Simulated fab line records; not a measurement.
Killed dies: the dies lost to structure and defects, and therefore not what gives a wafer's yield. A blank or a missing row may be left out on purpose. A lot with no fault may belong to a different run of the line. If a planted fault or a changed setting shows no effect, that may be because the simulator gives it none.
Chamber matching / flow nand harc / NHARC_P_CONTACT_ALD_22 on ald metal-03: 4 sister chambers
The step deposits TiN, target thk 3 nm, pulse time 1 s, ald cycles 150. 4 wafers are shown with their chamber, then 7 later ones without.

WAFERS, EACH WITH ITS CHAMBER
wafer=L085.1; chamber=2; heater power w (W)=1222
wafer=L085.6; chamber=0; heater power w (W)=1109
wafer=L091.1; chamber=1; heater power w (W)=1070
wafer=L091.4; chamber=3; heater power w (W)=1089

WAFERS WHOSE CHAMBER IS MISSING
wafer=L091.6; heater power w (W)=1112
wafer=L092.4; heater power w (W)=1230
wafer=L092.5; heater power w (W)=1102
wafer=L092.6; heater power w (W)=1213
wafer=L096.2; heater power w (W)=1102
wafer=L096.4; heater power w (W)=1060
wafer=L096.6; heater power w (W)=1071

CHAMBER TAKEN BY EACH
wafer=L091.6; from the rows above=0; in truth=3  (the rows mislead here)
wafer=L092.4; from the rows above=2; in truth=2
wafer=L092.5; from the rows above=can't be placed: 0 or 3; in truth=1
wafer=L092.6; from the rows above=2; in truth=2
wafer=L096.2; from the rows above=can't be placed: 0 or 3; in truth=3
wafer=L096.4; from the rows above=1; in truth=1
wafer=L096.6; from the rows above=1; in truth=1
Correct placement for 4 of the 7. Can't be placed from these rows: 2 (the true chamber is among the candidates in 1). Number placed wrongly: 1.
How it was worked out, from the rows above alone: a wafer's distance from a chamber is the root of the sum, over the readings, of the square of ((its reading less the chamber's mean) divided by the reading's scatter). If the next closest chamber is less than 2 further off than the closest, the wafer can't be placed; otherwise it belongs to the closest. Each chamber's mean is taken over the wafers shown for it. The scatter (one wafer shown for each chamber): square how far every hidden wafer sits from the nearest shown wafer, average those squares and take the square root.
